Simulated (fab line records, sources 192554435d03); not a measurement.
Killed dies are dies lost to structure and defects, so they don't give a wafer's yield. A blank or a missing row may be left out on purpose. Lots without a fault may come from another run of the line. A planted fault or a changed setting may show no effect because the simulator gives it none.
Which tool did it? | flow n5_finfet | 17 lots, 51 wafers sampled, at 1 step of a route of 1938

WHAT THE GAUGES READ, wafer by wafer
N5_FIN_SAQP_THK_MEAS_07.
lot  | measured    | on            | thk_nm (nm)
L074 | day 1 21:40 | film_metro-02 | 61.0 59.9 61.2
L076 | day 2 09:25 | film_metro-01 | 58.5 58.8 60.2
L078 | day 2 21:23 | film_metro-02 | 60.3 60.6 61.6
L080 | day 3 09:25 | film_metro-01 | 60.3 59.1 60.1
L081 | day 3 15:40 | film_metro-02 | 58.8 59.3 60.1
L082 | day 3 21:40 | film_metro-02 | 58.9 59.1 60.6
L083 | day 4 02:46 | film_metro-01 | 59.2 59.6 60.6
L084 | day 4 08:53 | film_metro-01 | 59.1 61.0 59.9
L087 | day 5 06:30 | film_metro-02 | 58.8 59.3 58.2
L088 | day 5 08:47 | film_metro-01 | 60.5 60.6 59.9
L089 | day 5 15:07 | film_metro-01 | 59.7 59.7 60.7
L090 | day 5 22:06 | film_metro-02 | 60.2 59.7 60.6
L092 | day 6 09:04 | film_metro-02 | 59.6 60.6 60.0
L093 | day 6 15:49 | film_metro-01 | 59.7 59.1 59.7
L094 | day 6 20:56 | film_metro-02 | 59.2 59.6 60.5
L095 | day 7 03:05 | film_metro-02 | 58.9 58.7 60.2
L096 | day 7 08:54 | film_metro-02 | 60.2 61.1 60.7

WHICH TOOL RAN EACH LOT (tool, then ch and the chambers of the sampled wafers, then the start)
The record holds no process step before these readings.

WHAT THE TOOLS THEMSELVES READ (means of the sampled wafers that have a number; where no wafer has one, the mark that the record gives instead)
The record holds no such reading with a usual standard deviation.

THE ANSWER, worked out from the rows above alone
Rule: what is usual is taken from the lots themselves. Put in order of their means at a reading, lots are off if they are a third of the lots or fewer, leave a main group of 4 or more, and stand apart from it by a gap of 3 or more times the standard deviation of the main group's means; of several such gaps the widest counts. A main group whose means are all the same, to the digits that the tables above print for the reading, isn't used. A lot without any number at a reading at which 4 lots or more have one is off too. The other lots that the step has rows for count as sound. The gauges are gone through in route order, then the tools' own readings, and for those a lot's mean is taken as printed above. The first step at which some lot is off is used, and at that step the reading that is off furthest; a lot without a number counts as furthest.
No lot is off at any reading shown: from this, nothing can be told.

WHAT THE SIMULATOR HAD PUT IN
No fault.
